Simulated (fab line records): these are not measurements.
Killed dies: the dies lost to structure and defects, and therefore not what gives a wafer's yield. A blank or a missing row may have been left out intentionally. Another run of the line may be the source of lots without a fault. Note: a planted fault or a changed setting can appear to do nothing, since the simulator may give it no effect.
What tool caused it? ; flow n5_finfet ; 36 wafers from 12 lots sampled at 4 of the route's 1938 steps

== WHAT THE GAUGES SHOWED, per wafer ==
N5_BEOL_M6_RS_MEAS_57: measurement is done with a four-point probe.
lot;measured;on;M6_RS (ohm/sq)
L074;day 8 21:51;film_metro-02;0.278 0.288 0.280
L077;day 9 11:03;film_metro-01;0.281 0.285 0.273
L079;day 10 06:19;film_metro-02;0.283 0.285 0.279
L081;day 10 23:36;film_metro-02;0.279 0.293 0.274
L083;day 11 10:33;film_metro-01;0.275 0.277 0.281
L084;day 11 16:32;film_metro-02;0.284 0.282 0.282
L087;day 11 22:37;film_metro-02;0.283 0.281 0.288
L088;day 12 12:43;film_metro-02;0.282 0.285 0.283
L092;day 13 02:22;film_metro-01;0.285 0.270 0.283
L094;day 14 05:44;film_metro-02;0.300 0.282 0.285
L095;day 14 06:17;film_metro-02;0.280 0.289 0.290
L097;day 14 07:35;film_metro-02;0.296 0.278 0.285

== TOOL THAT RAN EACH LOT (tool first, then ch and the chambers of the sampled wafers, then the start) ==
lot;N5_BEOL_M6_TRENCH_ETCH_37;N5_BEOL_M6_DEGAS_44;N5_BEOL_M6_SPUTTER_48
L074;rie_diel-06 ch 2,3, day 8 20:01 or earlier;pvd_sputter-03, day 8 20:01;pvd_sputter-03, day 8 20:55
L077;rie_diel-02 ch 1,2, day 9 07:59 or earlier;pvd_sputter-03, day 9 07:59;pvd_sputter-02, day 9 10:04
L079;rie_diel-02 ch 1,2,3, day 10 04:32 or earlier;pvd_sputter-01, day 10 04:32;pvd_sputter-01, day 10 05:17
L081;rie_diel-04 ch 0,1,2, day 10 21:28 or earlier;pvd_sputter-03, day 10 21:28;pvd_sputter-01, day 10 22:40
L083;rie_diel-06 ch 0,1, day 11 08:26 or earlier;pvd_sputter-03, day 11 08:26;pvd_sputter-02, day 11 09:37
L084;rie_diel-02 ch 1,2,3, day 11 14:04 or earlier;pvd_sputter-01, day 11 14:04;pvd_sputter-02, day 11 14:55
L087;rie_diel-02 ch 0,1,3, day 11 21:01 or earlier;pvd_sputter-03, day 11 21:01;pvd_sputter-02, day 11 21:40
L088;rie_diel-02 ch 0,2,3, day 12 10:49 or earlier;pvd_sputter-03, day 12 10:49;pvd_sputter-02, day 12 11:34
L092;rie_diel-06 ch 0,3, day 12 23:42 or earlier;pvd_sputter-02, day 12 23:42;pvd_sputter-01, day 13 00:32
L094;rie_diel-04 ch 0,1, day 14 03:59 or earlier;pvd_sputter-02, day 14 03:59;pvd_sputter-02, day 14 04:34
L095;rie_diel-02 ch 1,2,3, day 14 04:32 or earlier;pvd_sputter-01, day 14 04:32;pvd_sputter-03, day 14 05:22
L097;rie_diel-04 ch 0,1, day 14 06:00 or earlier;pvd_sputter-03, day 14 06:00;pvd_sputter-03, day 14 06:34
- N5_BEOL_M6_TRENCH_ETCH_37: etches SiCOH lowk in C4F6/O2, target depth 94.435 nm, time 31.5 s.
- N5_BEOL_M6_DEGAS_44: time 60 s.
- N5_BEOL_M6_SPUTTER_48: material Cu, target thk 10 nm, time 1.667 s.

== THE ANSWER, worked out from the rows above alone ==
Rule: the usual values come from the lots themselves. Put in order of their means at a reading, lots are off if they are a third of the lots or fewer, leave a main group of 4 or more, and stand apart from it by a gap of 3 or more times the standard deviation of the main group's means; of several such gaps the widest counts. The tables above print the reading to a certain number of digits; a main group whose means all agree to those digits is not used. A lot without any number at a reading at which 4 lots or more have one is off too. All remaining lots with rows at the step are treated as sound.
Across all readings shown, no lot is off: no conclusion can be drawn from this.

== WHAT THE SIMULATOR PUT IN ==
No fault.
